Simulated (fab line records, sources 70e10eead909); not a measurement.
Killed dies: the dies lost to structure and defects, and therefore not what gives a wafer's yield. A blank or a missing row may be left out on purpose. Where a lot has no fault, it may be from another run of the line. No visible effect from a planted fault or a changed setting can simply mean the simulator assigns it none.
fab line records | flow nandHarc
record lots=7 | wafers=21 | lastDay=33
route steps=1302 shown THIN_TSV@1244
lots that met no fault: from a run of the same line without faults
startH: hours from the record's opening day to when the first of the lot's shown wafers began | waitH: how many hours have passed since the lot's step before this one | " repeats the value in the row above | L1.1+2: a row that stands for several wafers | - no value, or no start given | * or withheld: withheld | < > ~ a bound
route shown NAME@n: a module of which the file shows steps, and the number in the route of the first | usual: the fault-free wafers' mean and standard deviation | same: alike in all rows | chamber/n: place in a boat | sites: readings site by site | _std_site: how widely they spread, as a standard deviation | _edge_site: the outer-site mean with the inner-site mean subtracted | radiusMm: how far each site lies from the wafer's centre | mask NAME#n: copy n | behind: the most recent tool/chamber to have shaped the wafer | hold: what put the lot on hold/how long, in hours/how the hold closed | device: which transistor (n, p or np) failed to switch | end of line: the same wafers' tests at the end of the route | a step given without rows: its recipe and nothing more | killed: at the first sort, the dies lost to defects and structure; wafer yield is something else | map: dies across one wafer; x = killed, . = not, _ = none there
set.NAME: setting as actually run; set.NAME@STEP: the setting as run at that earlier step | model.NAME: the simulator's own value behind a step, which no gauge read
certain route steps with their lots: each step a table, each wafer a row
services: from which hour (startH, from the record's first day; less than 0 if before it) a tool's chamber was out of use, for how many hours, and why
## steps
# step NHARC_THIN_TSV_GRIND_00
# recipe targetThkUm=6
# usual motorCurrentA=12.000/0.021
lot.wafer | tool       | chamber | startH | waitH | motorCurrentA
L243.2    | grinder-01 | 0       | 651.00 | 0.3   | 11.994
L243.3    | "          | 0       | "      | "     | 12.042
L243.4    | "          | 0       | "      | "     | 12.023
L244.4    | grinder-01 | 0       | 652.59 | 1.9   | 11.962
L244.5    | "          | 0       | "      | "     | 11.972
L244.6    | "          | 0       | "      | "     | 12.017
L245.2    | grinder-01 | 0       | 662.98 | 0.3   | 11.958
L245.3    | "          | 0       | "      | "     | 11.999
L245.5    | "          | 0       | "      | "     | 12.010
L247.3    | grinder-01 | 0       | 694.17 | 0.5   | 12.027
L247.5    | "          | 0       | "      | "     | 12.006
L247.6    | "          | 0       | "      | "     | 12.025
L251.1    | grinder-01 | 0       | 733.98 | 1.4   | 12.006
L251.3    | "          | 0       | "      | "     | 11.988
L251.4    | "          | 0       | "      | "     | 11.985
L255.4    | grinder-01 | 0       | 758.40 | 0.7   | 11.961
L255.5    | "          | 0       | "      | "     | 12.011
L255.6    | "          | 0       | "      | "     | 12.030
L256.3    | grinder-01 | 0       | 781.25 | 1.8   | 12.005
L256.5    | "          | 0       | "      | "     | 12.023
L256.6    | "          | 0       | "      | "     | 11.995
# step NHARC_THIN_TSV_CMP_01
# recipe targetThkUm=3
# usual motorCurrentA=12.0/1.1 | padLifeWafers=226/120 | slurryFilterDpKPa=13.48/0.13
lot.wafer | tool   | chamber | startH | waitH | motorCurrentA | padLifeWafers | slurryFilterDpKPa
L243.3    | cmp-01 | 1       | 652.03 | 0.6   | 13.5          | 330           | 13.46
L243.4    | "      | 2       | "      | "     | 10.0          | 331           | 13.60
L243.2    | "      | 0       | "      | "     | 13.5          | 333           | 13.49
L244.4    | cmp-01 | 1       | 653.28 | 0.5   | 13.0          | 351           | 13.56
L244.5    | "      | 2       | "      | "     | 10.2          | -             | 13.62
L244.6    | "      | 3       | "      | "     | 11.7          | -             | 13.52
L245.3    | cmp-02 | 2       | 664.01 | 0.6   | 10.3          | 150           | 13.53
L245.2    | "      | 1       | "      | "     | 13.1          | 153           | 13.33
L245.5    | "      | 3       | "      | "     | 12.8          | -             | 13.36
L247.3    | cmp-02 | 2       | 695.02 | 0.6   | 10.4          | 301           | 13.64
L247.6    | "      | 1       | "      | "     | 12.7          | -             | 13.45
L247.5    | "      | 2       | "      | "     | 10.2          | -             | 13.52
L251.3    | cmp-02 | 0       | 735.19 | 0.6   | 11.3          | 30            | 13.55
L251.4    | "      | 1       | "      | "     | 12.0          | 31            | 13.62
L251.1    | "      | 2       | "      | "     | 9.3           | 32            | 13.58
L255.4    | cmp-01 | 2       | 759.09 | 0.5   | 10.5          | 405           | 13.49
L255.5    | "      | 3       | "      | "     | 12.4          | -             | 13.44
L255.6    | "      | 0       | "      | "     | 13.0          | -             | 13.33
L256.3    | cmp-02 | 3       | 782.10 | 0.7   | 13.3          | 205           | 13.62
L256.5    | "      | 2       | "      | "     | 10.6          | -             | 13.27
L256.6    | "      | 3       | "      | "     | 12.3          | -             | 13.36
# step NHARC_THIN_TSV_THK_MEAS_02
# recipe thkMeasGauge=ir
# usual thkNm=3000/200
lot.wafer | tool         | chamber | startH | waitH | thkNm
L243.2    | filmMetro-01 | -       | 652.29 | -     | 3092
L243.3    | "            | -       | "      | "     | 2738
L243.4    | "            | -       | "      | "     | 2896
L244.4    | filmMetro-02 | -       | 653.47 | -     | 3234
L244.5    | "            | -       | "      | "     | 2977
L244.6    | "            | -       | "      | "     | 3104
L245.2    | filmMetro-01 | -       | 664.28 | 0.2   | 3148
L245.3    | "            | -       | "      | "     | 2959
L245.5    | "            | -       | "      | "     | 2682
L247.3    | filmMetro-01 | -       | 695.26 | -     | 3173
L247.5    | "            | -       | "      | "     | 3072
L247.6    | "            | -       | "      | "     | 3233
L251.1    | filmMetro-01 | -       | 735.45 | -     | 3328
L251.3    | "            | -       | "      | "     | 3409
L251.4    | "            | -       | "      | "     | 3383
L255.4    | filmMetro-02 | -       | 759.28 | -     | 3001
L255.5    | "            | -       | "      | "     | 2918
L255.6    | "            | -       | "      | "     | 3156
L256.3    | filmMetro-02 | -       | 782.34 | 0.2   | 2890
L256.5    | "            | -       | "      | "     | 3243
L256.6    | "            | -       | "      | "     | 3036
# step NHARC_THIN_TSV_SRD_03
# step NHARC_THIN_TSV_PRECLEAN_41
# recipe timeS=* | tempC=50 | bathAgeMin=0 | chemistry=SC1
# step NHARC_THIN_TSV_SRD_42
# step NHARC_THIN_TSV_DEP_43
# recipe targetThkA=13285 | tempC=withheld | pressureTorr=6.5 | rfW=900 | teosFlowSccm=161.4 | flowSccm=2650 | targetThkNm=1328.5 | gas=O2 | material=SiO2
# usual showerheadVppV=1834/92 | throttleValvePct=16.2/0.53
lot.wafer | tool     | chamber | startH | waitH | showerheadVppV | throttleValvePct
L243.3    | pecvd-01 | 2       | 652.55 | -     | 1876           | 16.3
L243.2    | "        | 0       | "      | "     | 1944           | 15.9
L243.4    | "        | 0       | "      | "     | 1978           | 15.9
L244.5    | pecvd-02 | 2       | 653.83 | -     | 1767           | 15.3
L244.6    | "        | 0       | "      | "     | 1926           | 15.9
L244.4    | "        | 1       | "      | "     | 1901           | 16.0
L245.2    | pecvd-02 | 2       | 664.49 | -     | 1766           | 15.4
L245.3    | "        | 0       | "      | "     | 1940           | 15.9
L245.5    | "        | 0       | "      | "     | 1900           | 15.7
L247.3    | pecvd-04 | 1       | 695.57 | -     | 1921           | 16.5
L247.5    | "        | 2       | "      | "     | 1751           | 16.3
L247.6    | "        | 1       | "      | "     | 1928           | 16.4
L251.1    | pecvd-04 | 2       | 735.74 | -     | 1772           | 16.4
L251.4    | "        | 0       | "      | "     | 1662           | 16.1
L251.3    | "        | 2       | "      | "     | 1766           | 16.3
L255.6    | pecvd-01 | 2       | 759.63 | -     | 1898           | 16.3
L255.4    | "        | 0       | "      | "     | 1943           | 15.5
L255.5    | "        | 1       | "      | "     | 1743           | 17.3
L256.3    | pecvd-01 | 0       | 782.65 | -     | 1946           | 15.9
L256.5    | "        | 1       | "      | "     | 1776           | 17.0
L256.6    | "        | 0       | "      | "     | 1958           | 15.6
# step NHARC_THIN_TSV_DEHYDRATE_04
# recipe tempC=150 | timeS=120
# step NHARC_THIN_TSV_HMDS_05
# recipe timeS=30
# step NHARC_THIN_TSV_COAT_06
# recipe spinRpm=*
# step NHARC_THIN_TSV_SOFTBAKE_07
# recipe tempC=122 | timeS=95
# step NHARC_THIN_TSV_EBR_08
# step NHARC_THIN_TSV_EXPOSE_09
# recipe na=0.55 | doseMj=30.7 | maskId=TSV
# usual exposureDoseMJCm2=30.65/0.031 | focusOffsetNm=0.0/0.51 | stageVelMmS=500.02/0.25
lot.wafer | tool          | chamber | startH | waitH | mask  | exposureDoseMJCm2 | focusOffsetNm | stageVelMmS
L243.2    | krfScanner-02 | -       | 653.22 | -     | TSV#0 | -                 | -             | -
L243.3    | "             | -       | "      | "     | TSV#0 | -                 | -             | -
L243.4    | "             | -       | "      | "     | TSV#0 | -                 | -             | -
L244.4    | krfScanner-02 | -       | 654.26 | -     | TSV#0 | -                 | -             | -
L244.5    | "             | -       | "      | "     | TSV#0 | -                 | -             | -
L244.6    | "             | -       | "      | "     | TSV#0 | -                 | -             | -
L245.2    | krfScanner-01 | -       | 665.17 | -     | TSV#0 | -                 | -             | -
L245.3    | "             | -       | "      | "     | TSV#0 | -                 | -             | -
L245.5    | "             | -       | "      | "     | TSV#0 | -                 | -             | -
L247.3    | krfScanner-03 | 0       | 696.05 | -     | TSV#0 | 30.64             | 0.4           | 499.79
L247.5    | "             | 0       | "      | "     | TSV#0 | 30.68             | -0.6          | 500.29
L247.6    | "             | 0       | "      | "     | TSV#0 | 30.68             | 0.3           | 499.86
L251.1    | krfScanner-01 | 0       | 736.36 | -     | TSV#0 | 30.57             | 0.4           | 500.35
L251.3    | "             | 0       | "      | "     | TSV#0 | 30.62             | -0.7          | 500.35
L251.4    | "             | 0       | "      | "     | TSV#0 | 30.64             | 0.2           | 500.12
L255.4    | krfScanner-03 | 0       | 760.20 | -     | TSV#0 | 30.63             | 0.5           | 500.56
L255.5    | "             | 0       | "      | "     | TSV#0 | 30.65             | -0.3          | 500.08
L255.6    | "             | 0       | "      | "     | TSV#0 | 30.66             | -0.1          | 500.19
L256.3    | krfScanner-03 | 0       | 783.26 | -     | TSV#0 | 30.67             | 0.1           | 499.97
L256.5    | "             | 0       | "      | "     | TSV#0 | 30.72             | 0.5           | 499.79
L256.6    | "             | 0       | "      | "     | TSV#0 | 30.70             | 0.0           | 499.84
# step NHARC_THIN_TSV_PEB_10
# recipe pebTempC=118 | pebTimeS=85
## services
tool          | chamber | startH | hours | kind
pecvd-04      | 0       | 633.48 | 24.5  | repair
krfScanner-02 | -       | 638.86 | 2.3   | repair
krfScanner-03 | -       | 640.05 | 1.4   | repair
cmp-02        | -       | 641.01 | 0.6   | repair
grinder-01    | -       | 641.11 | 0.5   | repair
pecvd-04      | -       | 646.99 | 13.0  | pm
grinder-01    | -       | 654.75 | 1.1   | repair
krfScanner-01 | -       | 656.00 | 4.0   | pm
cmp-01        | -       | 656.74 | 0.4   | repair
krfScanner-02 | -       | 675.37 | 16.0  | repair
cmp-01        | -       | 675.92 | 4.0   | pm
pecvd-01      | -       | 685.31 | 13.0  | pm
pecvd-04      | 0       | 689.90 | 5.0   | repair
pecvd-04      | -       | 707.82 | 2.0   | repair
cmp-02        | -       | 722.65 | 4.0   | pm
cmp-02        | -       | 729.99 | 1.3   | repair
pecvd-04      | 1       | 735.00 | 25.4  | repair
grinder-01    | -       | 736.00 | 8.0   | pm
krfScanner-03 | -       | 740.00 | 4.0   | pm
krfScanner-02 | -       | 761.13 | 1.7   | repair
grinder-01    | -       | 765.53 | 2.1   | repair
pecvd-02      | -       | 770.19 | 13.0  | pm
cmp-01        | -       | 773.92 | 4.0   | pm
krfScanner-02 | -       | 781.67 | 4.5   | repair
## key
firstSign step=NHARC_THIN_TSV_EXPOSE_09 | reading=toolRecord | direction=missing
effect none on later readings
metAt NHARC_THIN_TSV_EXPOSE_09
struckWafers L243.2,L243.3,L243.4,L244.4,L244.5,L244.6,L245.2,L245.3,L245.5
laterRowsLeftOut L243.2,L243.3,L243.4,L244.4,L244.5,L244.6,L245.2,L245.3,L245.5
sortLeftOut L243.2,L243.3,L243.4,L244.4,L244.5,L244.6,L245.2,L245.3,L245.5
fault kind=skippedStepWhole | tool=krfScanner-01,krfScanner-02 | chamber=- | onsetH=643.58 | steps=NHARC_THIN_TSV_EXPOSE_09 | scope=struckLotsOnly
# sortLeftOut: the simulated sort isn't trusted on such a fault, so these wafers' sort isn't shown, and their yield isn't known
# laterRowsLeftOut: the simulator's readings of these wafers behind a module that went badly wrong aren't trusted and aren't shown, but for the sort
